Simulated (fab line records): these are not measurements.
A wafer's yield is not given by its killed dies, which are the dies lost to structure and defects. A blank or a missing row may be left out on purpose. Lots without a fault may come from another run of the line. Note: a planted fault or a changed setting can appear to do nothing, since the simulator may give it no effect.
Chamber matching | flow n5_finfet | 4 sister chambers for N5_ILD0_CMP_12 on cmp-04
The step polishes SiNx, stops on poly-Si, t overpolish 6 s, target thk 17.67 nm. 4 wafers are shown with their chamber, then 10 later ones without.

WAFERS WITH THEIR CHAMBER
wafer  | chamber | motor_current_A (A)
L085.1 | 0       | 8.8
L085.5 | 1       | 10.1
L089.3 | 2       | 8.6
L089.4 | 3       | 10.5

WAFERS WITH NO CHAMBER GIVEN
wafer  | motor_current_A (A)
L089.6 | 10.3
L094.2 | 10.5
L094.4 | 9.2
L094.6 | 10.7
L095.1 | 8.8
L095.3 | 10.8
L095.5 | 10.4
L097.2 | 10.5
L097.3 | 9.0
L097.4 | 9.0

THE CHAMBER EACH PASSED THROUGH
wafer  | from the rows above     | in truth
L089.6 | can't be placed: 3 or 1 | 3
L094.2 | can't be placed: 3 or 1 | 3
L094.4 | can't be placed: 0 or 2 | 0
L094.6 | can't be placed: 3 or 1 | 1
L095.1 | can't be placed: 0 or 2 | 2
L095.3 | can't be placed: 3 or 1 | 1
L095.5 | can't be placed: 3 or 1 | 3
L097.2 | can't be placed: 3 or 1 | 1
L097.3 | can't be placed: 0 or 2 | 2
L097.4 | can't be placed: 0 or 2 | 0
Correct placement for 0 of the 10. These rows do not allow placing 10 (true chamber among the candidates in 10). Wrongly placed: 0.
How it was worked out, from the rows above alone: a wafer's distance from a chamber is the root of the sum, over the readings, of the square of ((its reading less the chamber's mean) divided by the reading's scatter). If the next closest chamber is less than 2 further off than the closest, the wafer can't be placed; otherwise it belongs to the closest. The mean given for a chamber averages the wafers shown for that chamber. The scatter (one wafer shown for each chamber): square how far every hidden wafer sits from the nearest shown wafer, average those squares and take the square root.
